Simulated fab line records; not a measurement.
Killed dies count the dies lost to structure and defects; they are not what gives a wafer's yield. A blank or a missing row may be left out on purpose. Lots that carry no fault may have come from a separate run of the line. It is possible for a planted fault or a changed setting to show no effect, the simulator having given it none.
fab line records	flow nand-harc
[record] lots = 12	wafers = 36	last-day = 25
route steps=1159 shown A_CONTACT@877 END@1159
lots untouched by any fault: they come from a run of this same line in which no faults occurred
start-h: the number of hours between the record's first day and the start of the first shown wafer of the lot	wait-h: how many hours have passed since the lot's step before this one	" repeats the value in the row above	L1.1+2: a single row standing in for several wafers	- either no value or no given start	* or withheld: withheld	< > ~ a bound
route shown NAME@n: names a module that has steps shown in the file, with the first one's number in the route	usual: mean/standard deviation taken from wafers without a fault	same: alike in all rows	chamber/n: place in a boat	sites: per-site readings	_std_site: the values' standard deviation	_edge_site: the outer-site mean with the inner-site mean subtracted	radius-mm: how far each site lies from the wafer's centre	mask NAME#n: copy n	behind: the tool/chamber that last shaped the wafer	hold: the reason the lot was held/the length of the hold in hours/how it ended	device: transistor that didn't switch, given as n, p or np	end of line: the same wafers' tests at the end of the route	a step without rows: its recipe alone	killed: dies lost to structure and defects at the first sort, not the wafer's yield	map: the dies of a wafer, with x for killed, . for not killed, _ for no die there
set.NAME: the setting as run; set.NAME@STEP: as run at that earlier step	model.NAME: the simulator's own value behind a step, which no gauge read
the route's steps for a sample of lots (tables are steps, rows are wafers)
services: from which hour (start-h, from the record's first day; less than 0 if before it) a tool's chamber was out of use, for how many hours, and why
[[steps]]
[step NHARC_A_CONTACT_CD_MEAS_53]
[usual] cd-nm = 189.3/0.86
lot.wafer	tool	chamber	start-h	wait-h	cd-nm
L841.3	cd-sem-03	-	388.93	-	189.0
L841.4	"	-	"	"	189.4
L841.5	"	-	"	"	189.8
L842.1	cd-sem-01	-	396.50	-	189.3
L842.4	"	-	"	"	189.3
L842.6	"	-	"	"	189.8
L843.1	cd-sem-02	-	407.21	-	189.6
L843.5	"	-	"	"	188.2
L843.6	"	-	"	"	189.0
L852.1	cd-sem-03	-	451.38	-	187.9
L852.3	"	-	"	"	188.7
L852.4	"	-	"	"	188.7
L851.2	cd-sem-01	-	454.07	-	189.9
L851.4	"	-	"	"	190.4
L851.6	"	-	"	"	189.9
L853.2	cd-sem-01	-	468.52	-	189.5
L853.3	"	-	"	"	189.7
L853.4	"	-	"	"	188.6
L854.3	cd-sem-01	-	483.35	-	190.8
L854.4	"	-	"	"	190.6
L854.5	"	-	"	"	190.6
L855.2	cd-sem-01	-	483.83	-	190.9
L855.4	"	-	"	"	190.4
L855.5	"	-	"	"	190.3
L858.3	cd-sem-01	-	498.69	-	188.2
L858.4	"	-	"	"	188.6
L858.6	"	-	"	"	187.9
L856.1	cd-sem-02	-	500.86	-	189.9
L856.2	"	-	"	"	190.2
L856.3	"	-	"	"	189.2
L857.3	cd-sem-03	-	507.83	-	189.4
L857.4	"	-	"	"	189.5
L857.5	"	-	"	"	188.9
L859.3	cd-sem-03	-	528.15	-	187.5
L859.5	"	-	"	"	187.9
L859.6	"	-	"	"	188.0
[step NHARC_A_CONTACT_STRIP_55]
[recipe] o2-flow-sccm = 500	ar-flow-sccm = 0	bias-w = 0	chemistry = O2
[usual] drypump-motor-current-A = 5.9/0.4	oes-product-au = 1.001/0.0098	rf-vpp-V = 57.8/0.87	showerhead-plenum-p-Torr = 3.50/0.14	throttle-valve-pct = 17.036/0.0096
lot.wafer	tool	chamber	start-h	wait-h	drypump-motor-current-A	oes-product-au	rf-hours-counter-h	rf-vpp-V	showerhead-plenum-p-Torr	throttle-valve-pct
L841.3	rie-diel-11	3	-	-	6.6	0.998	62	58.8	3.58	17.039
L841.4	"	1	"	"	6.1	1.006	58	57.6	3.46	17.029
L841.5	"	0	"	"	6.1	1.000	-	57.8	3.29	17.035
L842.1	rie-diel-11	0	-	-	6.2	1.005	64	57.5	3.29	17.037
L842.4	"	1	"	"	6.1	1.002	62	57.7	3.46	17.028
L842.6	"	1	"	"	6.1	1.000	-	56.6	3.46	17.036
L843.1	rie-diel-08	3	-	-	5.6	1.004	24	57.1	3.51	17.040
L843.6	"	3	"	"	5.6	1.016	-	55.6	3.51	17.033
L843.5	"	0	"	"	5.8	0.997	-	58.1	3.49	17.031
L852.3	rie-diel-08	2	-	-	5.8	0.999	32	57.5	3.29	17.046
L852.1	"	3	"	"	5.6	1.016	31	56.3	3.51	17.040
L852.4	"	0	"	"	5.8	1.010	32	58.3	3.48	17.031
L851.4	rie-diel-10	0	-	-	5.8	0.996	31	57.5	3.49	17.031
L851.2	"	2	"	"	5.2	0.990	34	59.2	3.57	17.006
L851.6	"	0	"	"	5.7	0.986	-	57.4	3.49	17.040
L853.3	rie-diel-08	0	-	-	5.8	1.009	37	58.0	3.48	17.048
L853.4	"	1	"	"	6.5	1.019	31	59.0	3.69	17.035
L853.2	"	2	"	"	5.8	0.992	37	58.6	3.28	17.024
L854.4	rie-diel-10	0	-	-	5.8	0.987	42	57.7	3.48	17.029
L854.3	"	1	"	"	5.2	0.987	42	55.9	3.31	17.014
L854.5	"	3	"	"	5.7	1.005	-	58.8	3.55	17.039
L855.2	rie-diel-11	0	-	-	6.1	1.005	30	60.1	3.79	17.019
L855.4	"	1	"	"	6.1	0.986	28	57.5	3.45	17.047
L855.5	"	0	"	"	6.1	0.999	-	58.8	3.79	17.045
L858.3	rie-diel-08	1	-	-	6.5	1.015	2	57.9	3.69	17.033
L858.4	"	0	"	"	5.8	0.999	1	57.7	3.48	17.042
L858.6	"	2	"	"	5.8	0.997	-	58.4	3.28	17.034
L856.2	rie-diel-08	3	-	-	5.6	0.994	2	57.8	3.50	17.037
L856.3	"	0	"	"	5.8	1.009	1	58.1	3.48	17.041
L856.1	"	1	"	"	6.5	1.014	2	57.9	3.69	17.041
L857.4	rie-diel-11	0	-	-	6.1	1.009	36	57.8	3.79	17.045
L857.3	"	1	"	"	6.1	0.998	36	57.5	3.44	17.026
L857.5	"	2	"	"	6.1	0.999	-	59.0	3.51	17.056
L859.3	rie-diel-10	3	-	-	5.7	0.993	63	58.2	3.54	17.042
L859.6	"	0	"	"	5.7	0.988	-	58.1	3.47	17.040
L859.5	"	1	"	"	5.2	0.988	-	57.1	3.30	17.042
[step NHARC_A_CONTACT_DEP_58]
[recipe] target-thk-a = 600	target-thk-nm = 60	temp-c = 400	pressure-torr = 3.5	flow-sccm = 200	rf-w = 350	material = SiON
[usual] heater-power-outer-w = 483/75	heater-power-w = 808/100
lot.wafer	tool	chamber	start-h	wait-h	heater-power-outer-w	heater-power-w
L841.3	pecvd-03	0	391.79	0.9	472	732
L841.5	"	2	"	"	540	833
L841.4	"	0	"	"	482	728
L842.1	pecvd-03	2	401.20	1.5	541	881
L842.6	"	2	"	"	545	866
L842.4	"	1	"	"	546	926
L843.1	pecvd-03	2	410.72	1.5	537	837
L843.6	"	0	"	"	483	744
L843.5	"	1	"	"	545	926
L852.1	pecvd-01	1	456.36	1.5	486	854
L852.3	"	2	"	"	472	827
L852.4	"	0	"	"	318	593
L851.2	pecvd-04	0	458.15	1.2	536	858
L851.6	"	1	"	"	488	828
L851.4	"	2	"	"	483	807
L853.3	pecvd-04	2	471.37	0.9	573	895
L853.2	"	0	"	"	524	791
L853.4	"	1	"	"	403	725
L854.3	pecvd-03	1	487.01	0.9	565	968
L854.4	"	1	"	"	570	942
L854.5	"	2	"	"	561	939
L855.2	pecvd-03	0	487.40	1.2	509	798
L855.5	"	2	"	"	548	863
L855.4	"	0	"	"	491	774
L858.3	pecvd-01	1	501.45	0.9	471	834
L858.6	"	0	"	"	261	516
L858.4	"	1	"	"	474	846
L856.3	pecvd-03	2	504.10	0.9	528	862
L856.1	"	0	"	"	499	828
L856.2	"	1	"	"	560	946
L857.3	pecvd-01	0	510.60	1.0	339	610
L857.5	"	0	"	"	347	621
L857.4	"	1	"	"	485	841
L859.3	pecvd-01	2	530.97	0.9	455	827
L859.5	"	2	"	"	468	794
L859.6	"	1	"	"	501	854
[step NHARC_A_CONTACT_INSPECT_71]
[usual] raw-defect-count = 31/14
lot.wafer	tool	chamber	start-h	wait-h	raw-defect-count
L841.3	defect-inspect-01	-	392.59	0.0	23
L841.4	"	-	"	"	12
L841.5	"	-	"	"	14
L842.1	defect-inspect-02	-	402.05	0.0	912
L842.4	"	-	"	"	934
L842.6	"	-	"	"	917
L843.1	defect-inspect-02	-	411.40	0.0	995
L843.5	"	-	"	"	913
L843.6	"	-	"	"	955
L852.1	defect-inspect-01	-	457.21	0.0	44
L852.3	"	-	"	"	36
L852.4	"	-	"	"	32
L851.2	defect-inspect-02	-	458.81	0.0	59
L851.4	"	-	"	"	54
L851.6	"	-	"	"	48
L853.2	defect-inspect-02	-	472.09	0.0	38
L853.3	"	-	"	"	34
L853.4	"	-	"	"	48
L854.3	defect-inspect-02	-	487.70	0.0	19
L854.4	"	-	"	"	17
L854.5	"	-	"	"	14
L855.2	defect-inspect-01	-	488.07	0.0	54
L855.4	"	-	"	"	48
L855.5	"	-	"	"	54
L858.3	defect-inspect-01	-	502.14	0.0	12
L858.4	"	-	"	"	33
L858.6	"	-	"	"	26
L856.1	defect-inspect-01	-	504.95	0.0	59
L856.2	"	-	"	"	56
L856.3	"	-	"	"	49
L857.3	defect-inspect-02	-	511.42	0.0	40
L857.4	"	-	"	"	33
L857.5	"	-	"	"	44
L859.3	defect-inspect-01	-	531.83	0.0	19
L859.5	"	-	"	"	27
L859.6	"	-	"	"	20
[step NHARC_A_CONTACT_ETCH_78]
[recipe] target-depth-a = 28000	over-etch-frac = 0.3	time-s = 728	ion-energy-ev = 150	o2-flow-sccm = 400	cos-flow-sccm = 20	ar-flow-sccm = 0	rf-w = 500	bias-w = 300	chemistry = O2/COS
[usual] drypump-motor-current-A = 5.9/0.37	oes-product-au = 1.002/0.011	rf-vpp-V = 313.7/2	showerhead-plenum-p-Torr = 3.09/0.12	throttle-valve-pct = 28.328/0.01
lot.wafer	tool	chamber	start-h	wait-h	drypump-motor-current-A	oes-product-au	rf-hours-counter-h	rf-vpp-V	showerhead-plenum-p-Torr	throttle-valve-pct
L841.3	rie-diel-08	3	-	-	5.6	1.016	20	314.2	3.11	28.332
L841.4	"	3	"	"	5.6	1.016	-	313.1	3.11	28.334
L841.5	"	0	"	"	5.8	1.009	-	314.0	3.09	28.349
L842.1	rie-diel-08	2	-	-	5.8	1.000	24	311.5	2.91	28.326
L842.4	"	3	"	"	5.5	1.003	-	313.3	3.11	28.322
L842.6	"	2	"	"	5.8	1.004	-	311.1	2.91	28.336
L843.1	rie-diel-08	0	-	-	5.7	1.005	26	313.6	3.09	28.323
L843.5	"	3	"	"	5.5	1.011	-	313.4	3.10	28.343
L843.6	"	2	"	"	5.8	0.991	-	309.8	2.91	28.337
L851.4	rie-diel-08	3	-	-	5.5	1.011	33	313.1	3.10	28.333
L851.2	"	1	"	"	6.5	1.005	29	317.2	3.27	28.324
L851.6	"	0	"	"	5.8	0.999	-	313.3	3.08	28.331
L852.3	rie-diel-11	0	-	-	6.1	1.017	19	317.3	3.36	28.323
L852.4	"	1	"	"	6.1	0.988	18	312.1	3.05	28.320
L852.1	"	2	"	"	6.0	0.990	18	312.5	3.11	28.320
L853.4	rie-diel-10	1	-	-	5.2	0.997	38	312.0	2.93	28.350
L853.3	"	2	"	"	5.2	0.997	42	315.0	3.16	28.350
L853.2	"	3	"	"	5.7	1.001	41	314.2	3.14	28.327
L854.3	rie-diel-11	2	-	-	6.1	1.010	29	315.1	3.11	28.321
L854.4	"	0	"	"	6.1	1.016	30	317.7	3.36	28.333
L854.5	"	3	"	"	6.6	1.007	-	313.5	3.15	28.330
L855.4	rie-diel-10	0	-	-	5.8	1.004	43	314.6	3.08	28.332
L855.2	"	2	"	"	5.1	0.988	46	315.5	3.16	28.323
L855.5	"	0	"	"	5.8	1.004	-	313.5	3.08	28.334
L858.3	rie-diel-10	1	-	-	5.2	0.979	49	311.5	2.93	28.313
L858.4	"	0	"	"	5.7	1.003	50	312.9	3.08	28.330
L858.6	"	1	"	"	5.2	0.990	-	311.7	2.93	28.342
L856.3	rie-diel-08	2	-	-	5.8	0.993	3	310.7	2.90	28.317
L856.1	"	3	"	"	5.6	0.998	3	312.5	3.10	28.331
L856.2	"	1	"	"	6.5	1.014	3	316.5	3.26	28.315
L857.4	rie-diel-11	2	-	-	6.0	1.001	37	314.3	3.10	28.332
L857.3	"	3	"	"	6.5	0.997	34	314.5	3.15	28.318
L857.5	"	1	"	"	6.1	0.994	-	312.3	3.04	28.318
L859.3	rie-diel-11	2	-	-	6.1	0.998	43	312.6	3.10	28.321
L859.6	"	3	"	"	6.6	1.004	-	316.0	3.15	28.329
L859.5	"	0	"	"	6.1	1.001	-	317.5	3.35	28.328
[step NHARC_END_SORT_01]
[recipe] temp-c = 25
[usual] killed-at-array = 29/11	killed-at-other = 0.6/0.75	killed-at-periphery = 3.1/2.1	killed-dies = 32/11	killed-open = 3.0/1.8	killed-short = 1.8/1.3
[same] gross-dies = 677
lot.wafer	tool	chamber	start-h	wait-h	killed-at-array	killed-at-other	killed-at-periphery	killed-dies	killed-open	killed-short
L841.3	prober-01	0	460.53	3.1	22	0	3	25	2	0
L841.4	prober-01	0	461.33	3.4	21	0	2	23	4	2
L841.5	prober-01	0	462.13	3.7	19	2	6	27	6	3
L842.1	prober-02	0	474.59	2.6	75	0	5	80	3	0
L842.4	prober-02	0	477.00	3.4	131	0	2	133	2	2
L842.6	prober-02	0	478.60	4.0	88	1	6	95	3	4
L843.1	prober-01	0	474.64	2.5	63	0	4	67	6	1
L843.5	prober-01	0	477.89	3.8	126	0	2	128	3	1
L843.6	prober-01	0	478.70	4.1	130	0	6	136	3	2
L852.1	prober-02	0	522.66	2.5	49	2	2	53	2	4
L852.3	prober-02	0	524.26	3.1	38	2	4	44	4	3
L852.4	prober-02	0	525.06	3.4	33	0	2	35	3	1
L851.2	prober-01	0	531.23	2.8	50	0	1	51	2	2
L851.4	prober-01	0	532.82	3.4	38	0	3	41	5	2
L851.6	prober-01	0	534.42	4.0	52	1	0	53	2	3
L853.2	prober-02	0	543.40	2.8	32	0	4	36	5	3
L853.3	prober-02	0	544.19	3.1	25	0	1	26	3	2
L853.4	prober-02	0	544.99	3.4	36	1	2	39	4	1
L854.3	prober-01	0	549.39	3.1	24	0	0	24	4	2
L854.4	prober-01	0	550.18	3.4	21	1	5	27	11	0
L854.5	prober-01	0	550.97	3.7	17	0	4	21	6	1
L855.2	prober-02	0	551.11	2.8	48	1	2	51	5	3
L855.4	prober-02	0	552.71	3.4	46	0	1	47	4	4
L855.5	prober-02	0	553.52	3.7	51	2	5	58	8	0
L858.3	prober-01	0	562.79	3.1	22	1	7	30	4	3
L858.4	prober-01	0	563.58	3.4	34	2	1	37	1	2
L858.6	prober-01	0	565.17	4.0	29	0	2	31	3	0
L856.1	prober-02	0	567.03	2.5	54	0	7	61	5	2
L856.2	prober-02	0	567.83	2.8	38	2	7	47	4	2
L856.3	prober-02	0	568.63	3.1	48	0	9	57	3	3
L857.3	prober-01	0	575.00	3.1	30	0	2	32	3	0
L857.4	prober-01	0	575.81	3.4	36	0	2	38	2	5
L857.5	prober-01	0	576.62	3.7	33	0	0	33	0	1
L859.3	prober-02	0	591.10	3.1	23	2	3	28	1	1
L859.5	prober-02	0	592.70	3.7	27	0	7	34	5	2
L859.6	prober-02	0	593.50	4.0	21	1	7	29	6	1
// killed by level:class
L841.3 A_SLIT:chamber-film-flake=11 A_CONTACT:chamber-film-flake=3 A_M1:chamber-film-flake=3 A_CHANNEL_HOLE_D1:chamber-film-flake=2 P_CONTACT:geometric-particle:open=1 A_CONTACT:geometric-particle:open=1 P_ZERO_WELL:chamber-film-flake=1 P_GATE:chamber-film-flake=1
L841.4 A_SLIT:chamber-film-flake=8 A_M1:chamber-film-flake=5 A_ONON_D1:geometric-particle:open=2 A_CONTACT:chamber-film-flake=2 P_M0:geometric-particle:open=1 A_ONON_D1:geometric-particle:short=1 A_SGD_CUT:geometric-particle:open=1 A_WL_FILL:geometric-particle:short=1
L841.5 A_CHANNEL_HOLE_D1:chamber-film-flake=4 A_SLIT:chamber-film-flake=4 A_CONTACT:chamber-film-flake=3 A_CHANNEL_FILL_D1:geometric-particle:short=2 P_ZERO_WELL:chamber-film-flake=2 P_GATE:geometric-particle:open=1 P_M1:geometric-particle:open=1 A_SOURCE_PLATE:geometric-particle:open=1
L842.1 A_CONTACT:unspecified=45 A_CHANNEL_HOLE_D1:chamber-film-flake=12 A_SLIT:chamber-film-flake=9 A_CONTACT:chamber-film-flake=6 P_M0:chamber-film-flake=3 P_STI:geometric-particle:open=1 P_M0:geometric-particle:open=1 A_CONTACT:geometric-particle:open=1
L843.1 A_CONTACT:unspecified=44 A_SLIT:chamber-film-flake=9 A_CHANNEL_HOLE_D1:chamber-film-flake=4 A_STAIRCASE:chamber-film-flake=2 P_STI:geometric-particle:open=1 P_GATE:geometric-particle:open=1 P_CONTACT:geometric-particle:short=1 P_CONTACT:geometric-particle:open=1
L842.4 A_CONTACT:unspecified=98 A_CHANNEL_HOLE_D1:chamber-film-flake=10 A_SLIT:chamber-film-flake=10 A_CONTACT:chamber-film-flake=5 A_ONON_D1:geometric-particle:short=1 A_WL_FILL:geometric-particle:short=1 A_WL_FILL:geometric-particle:open=1 A_M0:geometric-particle:open=1
L843.5 A_CONTACT:unspecified=93 A_CHANNEL_HOLE_D1:chamber-film-flake=14 A_SLIT:chamber-film-flake=9 A_CONTACT:chamber-film-flake=3 A_CHANNEL_FILL_D1:geometric-particle:open=2 A_CHANNEL_FILL_D1:chamber-film-flake=2 A_WL_FILL:chamber-film-flake=2 P_GATE:geometric-particle:short=1
L842.6 A_CONTACT:unspecified=48 A_CHANNEL_HOLE_D1:chamber-film-flake=14 A_SLIT:chamber-film-flake=9 P_M0:chamber-film-flake=3 A_STAIRCASE:chamber-film-flake=3 A_WL_FILL:chamber-film-flake=3 A_ZERO_WELL:chamber-film-flake=2 A_CHANNEL_FILL_D1:chamber-film-flake=2
L843.6 A_CONTACT:unspecified=98 A_SLIT:chamber-film-flake=14 A_CHANNEL_HOLE_D1:chamber-film-flake=10 P_STI:chamber-film-flake=3 A_CONTACT:chamber-film-flake=2 P_CONTACT:geometric-particle:open=1 A_SLIT:geometric-particle:short=1 A_CONTACT:geometric-particle:open=1
L852.1 A_SLIT:chamber-film-flake=21 A_STAIRCASE:chamber-film-flake=8 A_CHANNEL_HOLE_D1:chamber-film-flake=6 A_CONTACT:chamber-film-flake=5 A_CHANNEL_HOLE_D1:geometric-particle:short=2 A_CHANNEL_FILL_D1:chamber-film-flake=2 A_ONON_D1:geometric-particle:open=1 A_SGD_CUT:geometric-particle:short=1
L852.3 A_SLIT:chamber-film-flake=13 A_CHANNEL_HOLE_D1:chamber-film-flake=6 A_CONTACT:chamber-film-flake=6 A_WL_FILL:chamber-film-flake=5 P_STI:geometric-particle:short=2 A_CONTACT:geometric-particle:open=2 A_STAIRCASE:chamber-film-flake=2 THIN_TSV:chamber-film-flake=2
L852.4 A_SLIT:chamber-film-flake=16 A_CHANNEL_HOLE_D1:chamber-film-flake=7 A_CONTACT:chamber-film-flake=4 A_BONDPAD:chamber-film-flake=2 P_M1:geometric-particle:open=1 A_ONON_D1:geometric-particle:short=1 A_CHANNEL_FILL_D1:geometric-particle:open=1 A_M1:geometric-particle:open=1
L851.2 A_CHANNEL_HOLE_D1:chamber-film-flake=18 A_SLIT:chamber-film-flake=18 A_STAIRCASE:chamber-film-flake=4 A_ONON_D1:geometric-particle:short=2 A_BONDPAD:chamber-film-flake=2 P_M0:geometric-particle:open=1 A_M0:geometric-particle:open=1 A_ZERO_WELL:chamber-film-flake=1
L851.4 A_SLIT:chamber-film-flake=13 A_CHANNEL_HOLE_D1:chamber-film-flake=10 A_BLC:chamber-film-flake=5 A_STAIRCASE:chamber-film-flake=3 P_M0:geometric-particle:open=2 A_CONTACT:chamber-film-flake=2 P_GATE:geometric-particle:open=1 A_CHANNEL_HOLE_D1:geometric-particle:short=1
L851.6 A_CHANNEL_HOLE_D1:chamber-film-flake=18 A_SLIT:chamber-film-flake=18 A_BONDPAD:chamber-film-flake=4 A_BLC:chamber-film-flake=3 A_CONTACT:chamber-film-flake=2 A_CHANNEL_FILL_D1:geometric-particle:open=1 A_CHANNEL_FILL_D1:geometric-particle:short=1 A_WL_FILL:geometric-particle:short=1
L853.2 A_CHANNEL_HOLE_D1:chamber-film-flake=15 A_STAIRCASE:chamber-film-flake=5 P_CONTACT:geometric-particle:open=3 A_M0:geometric-particle:open=2 A_SLIT:chamber-film-flake=2 A_WL_FILL:chamber-film-flake=2 A_CONTACT:chamber-film-flake=2 A_WL_FILL:geometric-particle:short=1
L853.3 A_CHANNEL_HOLE_D1:chamber-film-flake=15 A_STAIRCASE:chamber-film-flake=4 P_M2:geometric-particle:open=1 A_CHANNEL_FILL_D1:geometric-particle:open=1 A_CHANNEL_FILL_D1:geometric-particle:short=1 A_WL_FILL:geometric-particle:short=1 A_BLC:geometric-particle:open=1 A_CONTACT:chamber-film-flake=1
L853.4 A_CHANNEL_HOLE_D1:chamber-film-flake=22 A_STAIRCASE:chamber-film-flake=6 A_SLIT:chamber-film-flake=2 A_WL_FILL:chamber-film-flake=2 P_CONTACT:geometric-particle:open=1 P_M0:geometric-particle:open=1 A_BLC:geometric-particle:open=1 A_M0:geometric-particle:open=1
L854.3 A_CHANNEL_HOLE_D1:chamber-film-flake=11 A_STAIRCASE:chamber-film-flake=5 A_CHANNEL_FILL_D1:geometric-particle:open=3 A_CONTACT:chamber-film-flake=2 A_CHANNEL_FILL_D1:geometric-particle:short=1 A_CONTACT:geometric-particle:open=1 A_M1:geometric-particle:short=1
L854.4 A_CONTACT:chamber-film-flake=5 A_CHANNEL_HOLE_D1:chamber-film-flake=4 P_CONTACT:geometric-particle:open=3 A_STAIRCASE:chamber-film-flake=3 A_CONTACT:geometric-particle:open=2 P_GATE:geometric-particle:open=1 A_SOURCE_PLATE:geometric-particle:open=1 A_CHANNEL_FILL_D1:geometric-particle:open=1
L854.5 A_CHANNEL_HOLE_D1:chamber-film-flake=7 A_CONTACT:chamber-film-flake=5 P_CONTACT:geometric-particle:open=3 A_STAIRCASE:chamber-film-flake=2 P_STI:geometric-particle:open=1 A_CHANNEL_FILL_D1:geometric-particle:short=1 A_CONTACT:geometric-particle:open=1 A_BLC:geometric-particle:open=1
L855.2 A_CHANNEL_HOLE_D1:chamber-film-flake=16 A_SLIT:chamber-film-flake=15 A_CONTACT:chamber-film-flake=8 A_ONON_D1:geometric-particle:open=3 A_STAIRCASE:chamber-film-flake=2 P_GATE:geometric-particle:open=1 P_CONTACT:geometric-particle:short=1 A_ONON_D1:geometric-particle:short=1
L855.4 A_SLIT:chamber-film-flake=16 A_CHANNEL_HOLE_D1:chamber-film-flake=14 A_CONTACT:chamber-film-flake=6 P_CONTACT:geometric-particle:open=1 A_ONON_D1:geometric-particle:open=1 A_ONON_D1:geometric-particle:short=1 A_STAIRCASE:geometric-particle:short=1 A_WL_FILL:geometric-particle:short=1
L855.5 A_CHANNEL_HOLE_D1:chamber-film-flake=20 A_SLIT:chamber-film-flake=17 A_CONTACT:chamber-film-flake=8 A_WL_FILL:geometric-particle:open=2 A_STAIRCASE:chamber-film-flake=2 THIN_TSV:chamber-film-flake=2 P_STI:geometric-particle:open=1 P_M0:geometric-particle:open=1
L858.3 A_CHANNEL_HOLE_D1:chamber-film-flake=10 A_CONTACT:chamber-film-flake=4 P_GATE:geometric-particle:open=2 A_ONON_D1:geometric-particle:short=2 A_STAIRCASE:chamber-film-flake=2 A_M1:chamber-film-flake=2 P_STI:geometric-particle:short=1 P_M0:geometric-particle:open=1
L858.4 A_STAIRCASE:chamber-film-flake=13 A_CHANNEL_HOLE_D1:chamber-film-flake=9 A_CONTACT:chamber-film-flake=4 A_M1:chamber-film-flake=3 A_ONON_D1:geometric-particle:short=1 A_CONTACT:geometric-particle:open=1 P_M1:chamber-film-flake=1 STARTING-WAFER:geometric-particle:short=1
L858.6 A_STAIRCASE:chamber-film-flake=10 A_CONTACT:chamber-film-flake=7 A_CHANNEL_HOLE_D1:chamber-film-flake=6 A_BLC:chamber-film-flake=2 P_CONTACT:geometric-particle:open=1 P_M0:geometric-particle:open=1 A_CONTACT:geometric-particle:open=1 A_M1:chamber-film-flake=1
L856.1 A_SLIT:chamber-film-flake=22 A_CHANNEL_HOLE_D1:chamber-film-flake=19 P_M1:chamber-film-flake=5 A_STAIRCASE:chamber-film-flake=4 A_CHANNEL_FILL_D1:geometric-particle:short=2 A_M0:geometric-particle:open=2 P_CONTACT:geometric-particle:open=1 P_M2:geometric-particle:open=1
L856.2 A_CHANNEL_HOLE_D1:chamber-film-flake=15 A_SLIT:chamber-film-flake=14 P_M1:chamber-film-flake=5 A_M0:geometric-particle:open=2 A_STAIRCASE:chamber-film-flake=2 A_WL_FILL:chamber-film-flake=2 P_CONTACT:geometric-particle:short=1 A_CONTACT:geometric-particle:short=1
L856.3 A_SLIT:chamber-film-flake=22 A_CHANNEL_HOLE_D1:chamber-film-flake=15 P_M1:chamber-film-flake=6 A_CHANNEL_FILL_D1:geometric-particle:short=3 A_STAIRCASE:chamber-film-flake=3 A_M1:chamber-film-flake=2 P_CONTACT:geometric-particle:open=1 P_M1:geometric-particle:open=1
L857.3 A_CHANNEL_HOLE_D1:chamber-film-flake=23 A_CONTACT:chamber-film-flake=3 A_STAIRCASE:chamber-film-flake=2 P_M0:geometric-particle:open=1 A_WL_FILL:geometric-particle:open=1 A_M1:geometric-particle:open=1 P_STI:chamber-film-flake=1
L857.4 A_CHANNEL_HOLE_D1:chamber-film-flake=15 A_STAIRCASE:chamber-film-flake=10 A_CONTACT:chamber-film-flake=4 A_WL_FILL:geometric-particle:short=2 P_STI:chamber-film-flake=2 A_ONON_D1:geometric-particle:short=1 A_CHANNEL_HOLE_D1:geometric-particle:short=1 A_WL_FILL:geometric-particle:open=1
L857.5 A_CHANNEL_HOLE_D1:chamber-film-flake=23 A_STAIRCASE:chamber-film-flake=6 A_CONTACT:chamber-film-flake=2 A_M0:geometric-particle:short=1 A_BLC:chamber-film-flake=1
L859.3 A_CHANNEL_HOLE_D1:chamber-film-flake=9 A_SGD_CUT:chamber-film-flake=6 P_STI:chamber-film-flake=3 A_STAIRCASE:chamber-film-flake=3 A_CONTACT:chamber-film-flake=2 THIN_TSV:chamber-film-flake=2 A_CONTACT:geometric-particle:short=1 A_CONTACT:geometric-particle:open=1
L859.5 A_CHANNEL_HOLE_D1:chamber-film-flake=9 A_SGD_CUT:chamber-film-flake=6 A_CONTACT:chamber-film-flake=5 P_STI:chamber-film-flake=4 A_WL_FILL:geometric-particle:open=2 A_STAIRCASE:chamber-film-flake=2 P_M0:geometric-particle:open=1 P_M1:geometric-particle:short=1
L859.6 A_CHANNEL_HOLE_D1:chamber-film-flake=9 A_SGD_CUT:chamber-film-flake=5 P_STI:chamber-film-flake=4 A_CHANNEL_FILL_D1:geometric-particle:open=2 A_STAIRCASE:chamber-film-flake=2 P_CONTACT:geometric-particle:short=1 P_CONTACT:geometric-particle:open=1 P_M0:geometric-particle:open=1
[[services]]
tool	chamber	start-h	hours	kind
pecvd-04	0	371.29	4.1	repair
pecvd-04	-	376.00	13.0	pm
rie-diel-08	0	384.39	-	clean
rie-diel-08	1	384.39	-	clean
rie-diel-08	2	384.39	-	clean
rie-diel-08	3	384.39	-	clean
rie-diel-11	-	398.65	9.0	pm
rie-diel-08	0	408.89	-	clean
rie-diel-08	1	408.89	-	clean
rie-diel-08	2	408.89	-	clean
rie-diel-08	3	408.89	-	clean
pecvd-01	-	417.58	1.8	repair
rie-diel-11	3	429.84	5.1	repair
rie-diel-08	0	433.40	-	clean
rie-diel-08	1	433.40	-	clean
rie-diel-08	2	433.40	-	clean
rie-diel-08	3	433.40	-	clean
rie-diel-08	0	457.96	-	clean
rie-diel-08	1	457.96	-	clean
pecvd-03	-	466.24	0.9	repair
rie-diel-10	3	468.39	1.6	repair
pecvd-03	-	473.43	13.0	pm
rie-diel-08	-	478.82	9.0	pm
rie-diel-10	-	530.52	9.0	pm
[[key]]
[first-sign] step = NHARC_A_CONTACT_INSPECT_71	reading = raw-defect-count	direction = up	sigmas = 66	usual = 31	struck = 938
[effect] step = NHARC_END_SORT_01	reading = killed-at-array	direction = up	sigmas = 6.8	usual = 29	struck = 102
[more-kills-born-at] NHARC_A_CONTACT_DEP_58@pecvd-03 = 426
met-at NHARC_A_CONTACT_DEP_58
struck-lots L842,L843
tester-left-out L842,L843
not-acting-at NHARC_A_CONTACT_CD_MEAS_53,NHARC_A_CONTACT_STRIP_55,NHARC_A_CONTACT_ETCH_78
onset-between 391.79 401.20
[fault] kind = chamber-particle-source	tool = pecvd-03	chamber = -	onset-h = 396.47	steps = NHARC_A_CONTACT_DEP_58	rate-per-visit-cm2 = 1.3893	end-h = 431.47
// tester-left-out: of these lots the tester's yield and bins aren't shown, on N5 and GAA mostly nor the transistor test; their killed dies are dies lost to structure and defects alone, not to doping, threshold or leakage, so they don't give the yield
